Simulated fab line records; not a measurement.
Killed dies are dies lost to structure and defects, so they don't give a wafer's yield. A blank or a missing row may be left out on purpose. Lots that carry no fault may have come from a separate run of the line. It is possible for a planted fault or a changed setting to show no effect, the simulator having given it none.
fab line records ; flow n5Finfet
record: lots: 9; wafers: 27; lastDay: 18
route steps=1938 shown DUMMY_GATE@243 SPACER0@259 BEOL_M4@1111 PASSIVATION@1936
lots that met no fault: from a run of the same line without faults
startH: the number of hours between the record's first day and the start of the first shown wafer of the lot ; waitH: hours elapsed since this lot's preceding step ; " unchanged from the row above ; L1.1+2: a row that stands for several wafers ; - either no value or no given start ; * or withheld: withheld ; < > ~ a bound
route shown NAME@n: names a module that has steps shown in the file, with the first one's number in the route ; usual: average and standard deviation across the fault-free wafers ; same: alike in all rows ; chamber/n: place in a boat ; sites: the reading at each site ; _std_site: standard deviation of those values ; _edge_site: outer sites' mean less inner sites' ; radiusMm: for every site, how far away it sits from the centre of the wafer ; mask NAME#n: copy n ; behind: the tool/chamber that last shaped the wafer ; hold: cause of the lot's hold/its duration in hours/its outcome ; device: the transistor (n, p or np) that didn't switch ; end of line: at the end of the route, the tests of the same wafers ; a step with no rows: only its recipe ; killed: not the wafer's yield, but the dies lost to structure and defects at the first sort ; map: per-die view of a wafer (x killed, . not killed, _ where there is no die)
set.NAME: setting as actually run; set.NAME@STEP: the setting as run at that earlier step ; model.NAME: the simulator's own value behind a step, which no gauge read
one table for each step of the route and one row for each wafer, over a sample of lots
services: a tool's chamber out of use, with start hour (startH, from the record's first day; less than 0 if before it), hours out, and reason
== steps ==
step: N5_DUMMY_GATE_ETCH_31
recipe: chemistry: C4F6/O2; target: SiO2; maskMaterial: SOC; targetDepthA: 825; timeS: 27.5; ionEnergyEv: 250; pressureMtorr: 30; sourceW: 345; biasW: 185; Ar_flow_sccm: 300; C4F6_flow_sccm: 10; O2_flow_sccm: 10
usual: chamberPressureMTorr: 30.000/0.025; drypumpMotorCurrentA: 5.5/0.36; oesProductAu: 0.76/0.061; rfVppV: 668/13; showerheadPlenumPTorr: 2.87/0.067; throttleValvePct: 21.19/0.14
lot.wafer;tool;chamber;startH;waitH;chamberPressureMTorr;drypumpMotorCurrentA;oesProductAu;rfHoursCounterH;rfVppV;showerheadPlenumPTorr;throttleValvePct
L319.2;rieDiel-05;0;64.58;0.0;30.011;5.8;0.76;154;674;2.95;21.20
L319.5;rieDiel-05;0;64.58;0.0;30.001;5.8;0.75;-;675;2.95;21.20
L319.6;rieDiel-05;1;64.58;0.0;30.000;5.5;0.73;-;656;2.83;21.10
L320.3;rieDiel-03;2;70.37;0.0;30.031;5.1;0.68;216;671;2.94;21.07
L320.5;rieDiel-03;3;70.37;0.0;29.947;5.6;0.80;-;691;2.97;21.49
L320.6;rieDiel-03;2;70.37;0.0;29.984;5.1;0.68;-;670;2.94;21.07
L322.2;rieDiel-05;2;85.76;0.0;30.036;5.3;0.75;147;648;2.85;21.03
L322.3;rieDiel-05;0;85.76;0.0;30.006;5.8;0.75;161;674;2.95;21.21
L322.6;rieDiel-05;2;85.76;0.0;30.010;5.3;0.75;-;649;2.85;21.03
L324.1;rieDiel-05;1;95.60;0.0;30.013;5.6;0.72;164;657;2.82;21.13
L324.2;rieDiel-05;2;95.60;0.0;29.996;5.3;0.75;150;649;2.85;21.03
L324.5;rieDiel-05;2;95.60;0.0;30.017;5.3;0.75;-;647;2.85;21.05
L333.1;rieDiel-04;3;152.34;0.0;30.004;5.0;0.68;230;648;2.82;21.37
L333.2;rieDiel-04;1;152.34;0.0;29.973;5.6;0.79;105;646;2.86;21.44
L333.5;rieDiel-04;1;152.34;0.0;30.009;5.5;0.79;-;646;2.86;21.42
L336.2;rieDiel-03;0;169.61;0.0;30.013;5.5;0.86;53;663;2.78;21.15
L336.4;rieDiel-03;3;169.61;0.0;29.968;5.6;0.77;157;690;2.96;21.55
L336.5;rieDiel-03;1;169.61;0.0;30.001;5.1;0.76;-;678;2.85;21.20
L337.2;rieDiel-05;3;176.15;0.0;29.948;5.8;0.75;162;677;2.82;21.19
L337.3;rieDiel-05;2;176.15;0.0;29.997;5.3;0.72;176;646;2.84;21.06
L337.4;rieDiel-05;1;176.15;0.0;29.958;5.6;0.69;189;656;2.81;21.16
L338.2;rieDiel-05;0;180.24;0.0;29.975;5.8;0.73;190;676;2.93;21.25
L338.3;rieDiel-05;3;180.24;0.0;30.007;5.8;0.75;163;677;2.82;21.18
L338.6;rieDiel-05;3;180.24;0.0;29.957;5.8;0.74;-;677;2.82;21.18
L339.1;rieDiel-03;0;185.04;0.0;30.011;5.5;0.85;58;663;2.78;21.14
L339.5;rieDiel-03;2;185.04;0.0;29.996;5.1;0.66;-;671;2.92;21.12
L339.6;rieDiel-03;1;185.04;0.0;29.983;5.1;0.76;-;678;2.84;21.20
step: N5_DUMMY_GATE_ETCH_42
recipe: chemistry: CHF3/O2; target: SiO2; targetDepthA: 35; timeS: 31; ionEnergyEv: 30; biasW: 12; pressureMtorr: 30; sourceW: 600; Ar_flow_sccm: 200; CHF3_flow_sccm: 50; O2_flow_sccm: 5
usual: chamberPressureMTorr: 29.995/0.025; drypumpMotorCurrentA: 5.6/0.44; oesProductAu: 0.75/0.059; rfVppV: 42.4/1.2; showerheadPlenumPTorr: 2.41/0.056; throttleValvePct: 18.84/0.13
lot.wafer;tool;chamber;startH;waitH;chamberPressureMTorr;drypumpMotorCurrentA;oesProductAu;rfHoursCounterH;rfVppV;showerheadPlenumPTorr;throttleValvePct
L319.2;rieDiel-05;0;65.07;0.0;30.017;5.8;0.76;155;43.7;2.50;18.83
L319.5;rieDiel-05;1;65.07;0.0;29.953;5.6;0.73;-;41.3;2.39;18.76
L319.6;rieDiel-05;2;65.07;0.0;29.975;5.2;0.76;-;42.0;2.41;18.63
L320.3;rieDiel-03;2;70.86;0.0;30.003;5.1;0.68;216;42.1;2.48;18.69
L320.5;rieDiel-03;0;70.86;0.0;30.075;5.5;0.91;-;44.1;2.36;18.68
L320.6;rieDiel-03;1;70.86;0.0;29.965;5.1;0.79;-;42.3;2.42;18.75
L322.2;rieDiel-05;2;86.26;0.0;30.029;5.2;0.76;147;40.9;2.41;18.64
L322.3;rieDiel-05;0;86.26;0.0;30.030;5.8;0.75;161;43.0;2.49;18.85
L322.6;rieDiel-05;3;86.26;0.0;29.989;5.8;0.77;-;42.7;2.40;18.79
L324.1;rieDiel-03;1;96.09;0.0;29.988;5.1;0.78;125;40.1;2.42;18.76
L324.2;rieDiel-03;2;96.09;0.0;29.965;5.1;0.68;222;41.7;2.48;18.70
L324.5;rieDiel-03;3;96.09;0.0;30.022;5.6;0.79;-;43.6;2.51;19.08
L333.1;rieDiel-05;3;152.83;0.0;29.989;5.9;0.75;157;42.6;2.39;18.81
L333.2;rieDiel-05;1;152.83;0.0;30.006;5.6;0.70;184;41.8;2.38;18.81
L333.5;rieDiel-05;1;152.83;0.0;29.976;5.6;0.70;-;40.5;2.38;18.81
L336.2;rieDiel-03;0;170.10;0.0;30.032;5.5;0.86;53;39.8;2.35;18.74
L336.4;rieDiel-03;2;170.10;0.0;29.968;5.1;0.95;245;42.9;2.47;18.74
L336.5;rieDiel-03;1;170.10;0.0;30.004;5.1;1.08;-;41.9;2.41;18.82
L337.2;rieDiel-04;3;176.78;0.2;30.031;5.0;0.69;235;41.8;2.38;19.03
L337.3;rieDiel-04;1;176.78;0.2;29.994;5.5;0.79;111;41.8;2.42;19.06
L337.4;rieDiel-04;2;176.78;0.2;30.001;6.5;0.69;233;42.0;2.30;18.85
L338.2;rieDiel-05;1;180.83;0.1;30.009;5.6;0.70;191;40.6;2.38;18.84
L338.3;rieDiel-05;0;180.83;0.1;29.969;5.8;0.72;190;42.4;2.48;18.90
L338.6;rieDiel-05;2;180.83;0.1;30.002;5.3;0.73;-;41.2;2.40;18.69
L339.1;rieDiel-05;0;185.54;0.0;29.978;5.8;0.73;191;42.7;2.48;18.91
L339.5;rieDiel-05;0;185.54;0.0;29.979;5.8;0.72;-;41.9;2.48;18.90
L339.6;rieDiel-05;1;185.54;0.0;30.014;5.5;0.70;-;40.7;2.38;18.82
step: N5_DUMMY_GATE_STRIP_48
recipe: chemistry: N2/H2; timeS: 20; powerW: 100; tempC: 40; pressureMtorr: 100; rfFrequencyHz: 6e+07; biasPowerW: 3; n2FlowSccm: 300; h2FlowSccm: 300
usual: chamberPressureMTorr: 99.99/0.088; drypumpMotorCurrentA: 5.6/0.44; n2FlowSccm: 300.0/0.9; oesProductAu: 0.76/0.06; rfVppV: 45.3/0.93; showerheadPlenumPTorr: 3.38/0.078; tempC: 39.99/0.1; throttleValvePct: 12.29/0.13
lot.wafer;tool;chamber;startH;waitH;chamberPressureMTorr;drypumpMotorCurrentA;n2FlowSccm;oesProductAu;rfHoursCounterH;rfVppV;showerheadPlenumPTorr;tempC;throttleValvePct
L319.2;rieDiel-05;0;65.12;0.0;99.94;5.8;299.3;0.76;155;45.6;3.50;39.89;12.27
L319.5;rieDiel-05;1;65.12;0.0;100.01;5.6;300.2;0.74;-;43.5;3.39;39.77;12.32
L319.6;rieDiel-05;2;65.12;0.0;99.99;5.3;300.3;0.76;-;46.8;3.37;39.83;12.07
L320.3;rieDiel-03;2;70.91;0.0;100.00;5.1;300.1;0.69;216;45.6;3.46;40.20;12.18
L320.5;rieDiel-03;0;70.91;0.0;99.96;5.4;300.2;0.93;-;45.2;3.31;40.08;12.02
L320.6;rieDiel-03;1;70.91;0.0;100.11;5.1;301.0;0.80;-;43.0;3.37;39.96;12.11
L322.2;rieDiel-05;2;86.31;0.0;100.00;5.3;299.3;0.76;147;45.3;3.37;40.01;12.08
L322.3;rieDiel-05;0;86.31;0.0;99.78;5.8;298.7;0.76;161;45.5;3.50;40.03;12.27
L322.6;rieDiel-05;3;86.31;0.0;100.06;5.8;299.7;0.78;-;45.8;3.39;40.13;12.42
L324.1;rieDiel-03;1;96.14;0.0;100.02;5.1;301.3;0.80;125;44.7;3.37;40.04;12.14
L324.2;rieDiel-03;2;96.14;0.0;99.97;5.1;301.2;0.69;222;45.5;3.46;39.96;12.21
L324.5;rieDiel-03;3;96.14;0.0;100.02;5.6;301.4;0.79;-;45.3;3.51;40.03;12.39
L333.1;rieDiel-05;3;152.88;0.0;100.14;5.9;300.2;0.75;157;45.6;3.38;39.80;12.47
L333.2;rieDiel-05;1;152.88;0.0;99.78;5.6;299.2;0.72;184;44.4;3.38;40.01;12.38
L333.5;rieDiel-05;1;152.88;0.0;99.90;5.5;300.5;0.72;-;46.4;3.38;40.03;12.40
L336.2;rieDiel-03;0;170.15;0.0;99.88;5.5;299.8;0.87;53;45.2;3.30;39.95;12.08
L336.4;rieDiel-03;2;170.15;0.0;99.84;5.1;300.1;0.67;245;45.7;3.44;40.11;12.23
L336.5;rieDiel-03;1;170.15;0.0;99.96;5.1;301.3;0.78;-;44.3;3.35;39.83;12.19
L337.2;rieDiel-04;3;176.83;0.0;99.89;5.0;302.8;0.69;235;45.0;3.30;39.98;12.36
L337.3;rieDiel-04;1;176.83;0.0;99.99;5.6;300.8;0.79;111;43.3;3.38;39.97;12.42
L337.4;rieDiel-04;2;176.83;0.0;100.15;6.6;299.7;0.69;233;45.0;3.21;40.08;12.43
L338.2;rieDiel-05;1;180.88;0.0;99.99;5.6;299.3;0.72;191;46.2;3.37;40.09;12.42
L338.3;rieDiel-05;0;180.88;0.0;100.11;5.8;298.4;0.72;190;43.7;3.48;40.06;12.36
L338.6;rieDiel-05;2;180.88;0.0;99.91;5.3;299.2;0.73;-;46.8;3.35;39.93;12.16
L339.1;rieDiel-05;0;185.59;0.0;100.02;5.8;298.7;0.72;191;45.5;3.48;40.06;12.34
L339.5;rieDiel-05;0;185.59;0.0;100.09;5.8;298.9;0.72;-;44.2;3.48;40.09;12.35
L339.6;rieDiel-05;1;185.59;0.0;99.86;5.6;300.4;0.71;-;44.7;3.37;39.92;12.40
step: N5_SPACER0_ALD_00
recipe: material: SiOCN; targetThkA: 35; tempC: 400; aldPrecursorFamily: alkyl-aminosilane; aldCoReactant: O2/N2-plasma; pulseTimeS: 3; purgeTimeS: 2; coReactantPurgeTimeS: 2; aldCycles: 58; pressureTorr: 2
usual: heaterPowerW: 835/52; precursorPulseHeightRel: 1.000/0.019
same: coReactantPurgeTimeS: 2
lot.wafer;tool;chamber;startH;waitH;heaterPowerW;precursorPulseHeightRel
L319.2;aldSin-02;1;65.77;0.1;832;0.973
L319.5;aldSin-02;1;65.77;0.1;814;0.994
L319.6;aldSin-02;0;65.77;0.1;932;1.018
L320.3;aldSin-02;2;71.29;0.1;770;1.016
L320.5;aldSin-02;0;71.29;0.1;933;0.967
L320.6;aldSin-02;1;71.29;0.1;798;0.985
L322.2;aldSin-02;3;87.45;0.1;809;0.997
L322.3;aldSin-02;1;87.45;0.1;841;0.987
L322.6;aldSin-02;2;87.45;0.1;749;0.982
L324.1;aldSin-02;3;96.56;0.1;831;1.006
L324.2;aldSin-02;2;96.56;0.1;772;1.021
L324.5;aldSin-02;0;96.56;0.1;937;0.999
L333.1;aldSin-02;1;153.26;0.1;843;0.982
L333.2;aldSin-02;3;153.26;0.1;827;0.987
L333.5;aldSin-02;2;153.26;0.1;770;0.994
L336.2;aldSin-02;2;170.80;0.1;766;1.006
L336.4;aldSin-02;0;170.80;0.1;936;0.998
L336.5;aldSin-02;3;170.80;0.1;797;0.951
L337.2;aldSin-03;0;177.21;0.1;840;1.002
L337.3;aldSin-03;3;177.21;0.1;807;1.048
L337.4;aldSin-03;2;177.21;0.1;837;0.997
L338.2;aldSin-03;2;182.44;0.1;835;1.026
L338.3;aldSin-03;0;182.44;0.1;833;0.999
L338.6;aldSin-03;1;182.44;0.1;847;0.998
L339.1;aldSin-03;3;188.00;0.1;807;1.026
L339.5;aldSin-03;2;188.00;0.1;825;1.016
L339.6;aldSin-03;3;188.00;0.1;807;0.975
step: N5_BEOL_M4_RC_MEAS_101
usual: DIBL_N: 36.2/1.6; DIBL_P: 36.1/2; IOFF_N: 0.16/0.032; IOFF_P: 0.22/0.036; ION_N: 672/11; ION_P: 463/7.5; SS_N: 71.4/0.58; SS_P: 73.2/0.67; VT_N: 250/3.3; VT_P: -250/3.3
lot.wafer;tool;chamber;startH;waitH;DIBL_N[mV/V];DIBL_P[mV/V];IOFF_N[nA/um];IOFF_P[nA/um];ION_N[uA/um];ION_P[uA/um];SS_N[mV/dec];SS_P[mV/dec];VT_N[mV];VT_P[mV]
L319.2;prober-02;0;181.64;0.2;36.3;35.6;0.16;0.23;683;474;71.8;73.3;247;-250
L319.5;prober-02;0;181.64;0.2;37.3;37.0;0.18;0.25;680;465;71.7;73.5;247;-246
L319.6;prober-02;0;181.64;0.2;37.1;36.1;0.16;0.22;680;472;71.6;73.8;248;-250
L320.3;prober-01;0;197.74;0.3;38.3;35.2;0.17;0.21;679;465;71.6;73.2;248;-249
L320.5;prober-01;0;197.74;0.3;35.9;32.5;0.13;0.18;662;458;71.3;71.8;248;-251
L320.6;prober-01;0;197.74;0.3;36.2;33.4;0.13;0.19;671;460;71.5;72.3;251;-250
L322.2;prober-02;0;217.83;0.2;36.2;36.8;0.15;0.20;654;455;72.1;73.0;252;-251
L322.3;prober-02;0;217.83;0.2;35.3;34.3;0.12;0.17;665;461;71.8;72.3;255;-253
L322.6;prober-02;0;217.83;0.2;37.4;39.0;0.18;0.23;671;458;71.7;74.2;248;-250
L324.1;prober-01;0;220.24;0.0;37.7;38.2;0.22;0.30;675;464;71.6;74.1;245;-245
L324.2;prober-01;0;220.24;0.0;35.6;36.0;0.17;0.24;685;471;71.0;73.0;245;-248
L324.5;prober-01;0;220.24;0.0;35.2;35.4;0.16;0.24;667;466;70.4;73.9;250;-245
L333.1;prober-02;0;273.13;0.0;34.6;34.6;0.12;0.18;661;458;71.6;72.5;254;-253
L333.2;prober-02;0;273.13;0.0;35.1;35.6;0.13;0.19;667;461;71.1;72.6;254;-250
L333.5;prober-02;0;273.13;0.0;36.8;38.2;0.15;0.23;679;470;72.1;73.9;251;-250
L337.2;prober-02;0;294.98;0.2;33.0;30.8;0.11;0.15;649;449;71.1;72.6;257;-254
L337.3;prober-02;0;294.98;0.2;38.4;38.8;0.20;0.27;676;463;71.9;74.0;248;-244
L337.4;prober-02;0;294.98;0.2;35.4;34.2;0.13;0.19;670;463;71.2;72.6;251;-249
L336.2;prober-02;0;305.23;0.2;40.5;38.1;0.21;0.27;666;462;71.8;73.7;246;-247
L336.4;prober-02;0;305.23;0.2;37.7;34.3;0.15;0.20;660;462;71.4;72.6;250;-250
L336.5;prober-02;0;305.23;0.2;38.4;34.9;0.16;0.21;654;457;71.8;72.9;251;-249
L338.2;prober-02;0;323.01;0.2;33.9;34.4;0.12;0.17;661;464;70.6;71.7;254;-253
L338.3;prober-02;0;323.01;0.2;35.4;37.0;0.14;0.20;679;466;70.3;72.9;253;-249
L338.6;prober-02;0;323.01;0.2;34.7;36.1;0.13;0.19;669;466;70.5;72.2;254;-252
L339.1;prober-02;0;339.85;0.0;38.7;39.5;0.20;0.25;694;469;72.4;73.6;244;-246
L339.5;prober-02;0;339.85;0.0;36.5;37.2;0.16;0.22;679;470;72.2;73.4;250;-247
L339.6;prober-02;0;339.85;0.0;34.7;35.7;0.13;0.20;661;465;71.4;72.2;252;-252
step: N5_PASSIVATION_PROBE_49
usual: defectLimitedYield: 91.4/1.3; killed_at_M0_to_M3: 34/10; killed_at_M4_up: 14/5.6; killedAtContacts: 13/5.9; killedAtFrontEnd: 37/9.9; killedAtOther: 3.5/2.8; killedDies: 101/15; killedOpen: 67/12; killedShort: 32/6.6; sort_bin_5_function: 5.0/0.81; sort_bin_6_memory: 3.2/0.66; sortNPass: 1079/15; sortYieldPct: 91.4/1.3
same: grossDies: 1180; killedAtBackSide: 0; sort_bin_4_leakage[%]: 0; sort_bin_8_speed[%]: 0
lot.wafer;tool;chamber;startH;waitH;defectLimitedYield[%];killed_at_M0_to_M3;killed_at_M4_up;killedAtContacts;killedAtFrontEnd;killedAtOther;killedDies;killedOpen;killedShort;sort_bin_5_function[%];sort_bin_6_memory[%];sortNPass;sortYieldPct[%]
L320.3;prober-02;-;308.74;0.1;91.7;29;11;19;35;4;98;65;32;5.1;2.8;1082;91.7
L320.5;prober-02;-;308.84;0.2;91.9;38;14;11;31;2;96;68;28;4.8;3.1;1084;91.9
L320.6;prober-02;-;308.89;0.3;90.8;42;15;11;41;0;109;81;28;6.4;2.5;1071;90.8
L324.1;prober-01;-;328.61;0.0;95.2;18;11;3;24;1;57;38;19;2.6;1.9;1123;95.2
L324.2;prober-01;-;328.66;0.1;91.9;26;12;9;43;5;95;56;38;4.7;3.0;1085;91.9
L324.5;prober-01;-;328.81;0.2;93.3;17;13;6;39;4;79;57;22;3.6;2.9;1101;93.3
L333.1;prober-02;-;376.29;0.0;89.7;34;29;13;44;1;121;86;33;6.6;3.6;1059;89.7
L333.2;prober-02;-;376.34;0.1;91.4;34;13;18;31;6;102;65;36;4.7;3.7;1078;91.4
L333.5;prober-02;-;376.49;0.2;91.5;36;14;18;32;0;100;64;34;5.7;2.5;1080;91.5
L336.2;prober-02;-;404.77;0.1;90.8;34;8;10;53;4;109;70;32;5.2;3.3;1071;90.8
L336.4;prober-02;-;404.87;0.2;91.9;37;14;8;31;6;96;67;27;4.7;3.3;1084;91.9
L336.5;prober-02;-;404.92;0.2;90.9;38;7;10;50;2;107;79;27;4.8;3.9;1073;90.9
L339.1;prober-02;-;438.86;0.0;91.4;39;12;16;33;2;102;70;32;5.3;3.0;1078;91.4
L339.5;prober-02;-;439.06;0.2;91.6;37;19;20;20;3;99;67;30;5.0;3.1;1081;91.6
L339.6;prober-02;-;439.11;0.3;93.7;33;11;6;20;4;74;38;36;4.0;2.3;1106;93.7
killed by level:class
L320.3 MOL_CONTACT_COAG:geometricParticle:open=16 FIN_SAQP:geometricParticle:open=10 FIN_SAQP:geometricParticle:short=6 BEOL_M0_SAQP:geometricParticle:open=6 GATE_CUT:geometricParticle:short=5 BEOL_M0_SAQP:geometricParticle:short=5 STI_FIN_REVEAL:geometricParticle:open=4 BEOL_M4:geometricParticle:open=4
L320.5 BEOL_M3:geometricParticle:open=14 MOL_CONTACT_COAG:geometricParticle:open=10 STI_FIN_REVEAL:geometricParticle:open=8 BEOL_M4:geometricParticle:open=8 FIN_SAQP:geometricParticle:open=6 BEOL_M2:geometricParticle:open=6 BEOL_M0_SAQP:geometricParticle:short=4 BEOL_M3:geometricParticle:short=4
L320.6 FIN_SAQP:geometricParticle:open=13 STI_FIN_REVEAL:geometricParticle:open=12 BEOL_M2:geometricParticle:open=12 BEOL_M3:geometricParticle:open=8 MOL_CONTACT_COAG:geometricParticle:open=7 BEOL_M4:geometricParticle:open=6 BEOL_M1:geometricParticle:open=5 BEOL_M3:geometricParticle:short=5
L324.1 FIN_SAQP:geometricParticle:open=10 GATE_CUT:geometricParticle:short=5 BEOL_M2:geometricParticle:open=5 BEOL_M4:geometricParticle:open=4 STI_FIN_REVEAL:geometricParticle:open=3 MOL_CONTACT_COAG:geometricParticle:open=3 BEOL_M0_SAQP:geometricParticle:short=3 BEOL_M1:geometricParticle:short=3
L324.2 FIN_SAQP:geometricParticle:open=19 FIN_SAQP:geometricParticle:short=10 BEOL_M4:geometricParticle:open=7 MOL_CONTACT_COAG:geometricParticle:open=6 BEOL_M0_SAQP:geometricParticle:short=6 BEOL_M2:geometricParticle:open=6 DUMMY_GATE:geometricParticle:open=5 GATE_CUT:geometricParticle:short=4
L324.5 FIN_SAQP:geometricParticle:open=18 FIN_SAQP:geometricParticle:short=11 BEOL_M5:geometricParticle:open=7 BEOL_M1:geometricParticle:open=5 MOL_CONTACT_COAG:geometricParticle:open=4 BEOL_M0_SAQP:geometricParticle:short=4 STARTING-WAFER:geometricParticle:short=3 BEOL_M0_SAQP:geometricParticle:open=3
L333.1 BEOL_M4:geometricParticle:open=14 FIN_SAQP:geometricParticle:open=11 STI_FIN_REVEAL:geometricParticle:open=9 BEOL_M0_SAQP:geometricParticle:open=9 FIN_SAQP:geometricParticle:short=8 MOL_CONTACT_COAG:geometricParticle:open=8 BEOL_M3:geometricParticle:open=8 BEOL_M2:geometricParticle:open=7
L333.2 MOL_CONTACT_COAG:geometricParticle:open=16 BEOL_M1:geometricParticle:open=10 GATE_CUT:geometricParticle:short=6 BEOL_M0_SAQP:geometricParticle:open=5 BEOL_M2:geometricParticle:open=5 BEOL_M4:geometricParticle:open=5 FIN_SAQP:geometricParticle:short=4 BEOL_M3:geometricParticle:short=4
L333.5 MOL_CONTACT_COAG:geometricParticle:open=13 BEOL_M1:geometricParticle:open=7 BEOL_M2:geometricParticle:open=7 BEOL_M3:geometricParticle:open=7 STI_FIN_REVEAL:geometricParticle:open=6 GATE_CUT:geometricParticle:short=6 BEOL_M0_SAQP:geometricParticle:short=5 STARTING-WAFER:geometricParticle:short=5
L336.2 STI_FIN_REVEAL:geometricParticle:open=15 FIN_SAQP:geometricParticle:open=11 BEOL_M2:geometricParticle:open=9 GATE_CUT:geometricParticle:short=8 BEOL_M3:geometricParticle:open=7 MOL_CONTACT_COAG:geometricParticle:open=6 BEOL_M3:geometricParticle:short=6 HKMG_FIN:areaEtch=6
L336.4 BEOL_M3:geometricParticle:open=16 MOL_CONTACT_COAG:geometricParticle:open=7 STI_FIN_REVEAL:geometricParticle:open=5 BEOL_M0_SAQP:geometricParticle:short=5 BEOL_M4:geometricParticle:open=5 BEOL_M1:geometricParticle:open=4 STARTING-WAFER:geometricParticle:open=4 DUMMY_GATE:geometricParticle:short=4
L336.5 SPACER0:geometricParticle:open=13 FIN_SAQP:geometricParticle:open=11 BEOL_M3:geometricParticle:open=11 MOL_CONTACT_COAG:geometricParticle:open=7 DUMMY_GATE:geometricParticle:open=7 BEOL_M0:geometricParticle:open=6 BEOL_M0_SAQP:geometricParticle:open=5 STI_FIN_REVEAL:geometricParticle:open=4
L339.1 BEOL_M0_SAQP:geometricParticle:open=14 MOL_CONTACT_COAG:geometricParticle:open=13 BEOL_M0_SAQP:geometricParticle:short=13 STI_FIN_REVEAL:geometricParticle:open=8 FIN_SAQP:geometricParticle:open=7 BEOL_M3:geometricParticle:open=6 FIN_SAQP:geometricParticle:short=4 BEOL_M4:geometricParticle:open=4
L339.5 MOL_CONTACT_COAG:geometricParticle:open=16 BEOL_M0_SAQP:geometricParticle:open=15 BEOL_M4:geometricParticle:open=10 BEOL_M0_SAQP:geometricParticle:short=9 BEOL_M2:geometricParticle:open=9 FIN_SAQP:geometricParticle:short=6 STI_FIN_REVEAL:geometricParticle:open=5 MOL_CONTACT_COAG:geometricParticle:short=4
L339.6 BEOL_M0_SAQP:geometricParticle:short=17 FIN_SAQP:geometricParticle:open=6 DUMMY_GATE:geometricParticle:open=5 BEOL_M1:geometricParticle:open=4 BEOL_M0_SAQP:geometricParticle:open=4 BEOL_M2:geometricParticle:open=4 GATE_CUT:geometricParticle:short=3 MOL_CONTACT_COAG:geometricParticle:short=3
== services ==
tool;chamber;startH;hours;kind
rieDiel-03;2;63.50;4.4;repair
rieDiel-05;3;63.51;2.7;repair
rieDiel-03;-;78.65;2.5;repair
rieDiel-04;-;118.88;14.6;pm
rieDiel-04;3;164.80;1.4;repair
rieDiel-03;2;186.93;-;clean
rieDiel-03;2;186.93;-;consumableReplace:focusRing
rieDiel-03;2;186.93;16.4;scheduledDown
rieDiel-03;2;186.93;16.4;ventCycle
== key ==
firstSign: step: N5_DUMMY_GATE_ETCH_42; reading: oesProductAu; direction: up; sigmas: 4.4; usual: 0.75; struck: 1.01
effect none on later readings
metAt N5_DUMMY_GATE_ETCH_42
struckLots L336
struckWafers L336.4,L336.5
notActingAt N5_DUMMY_GATE_ETCH_31,N5_DUMMY_GATE_STRIP_48,N5_SPACER0_ALD_00
onsetBetween 96.09 170.10
fault: kind: processParameterDrift; tool: rieDiel-03; chamber: -; onsetH: 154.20; steps: N5_DUMMY_GATE_ETCH_42; channel: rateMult; offset: 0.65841; shape: step; endH: 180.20; scope: struckWafersOnly
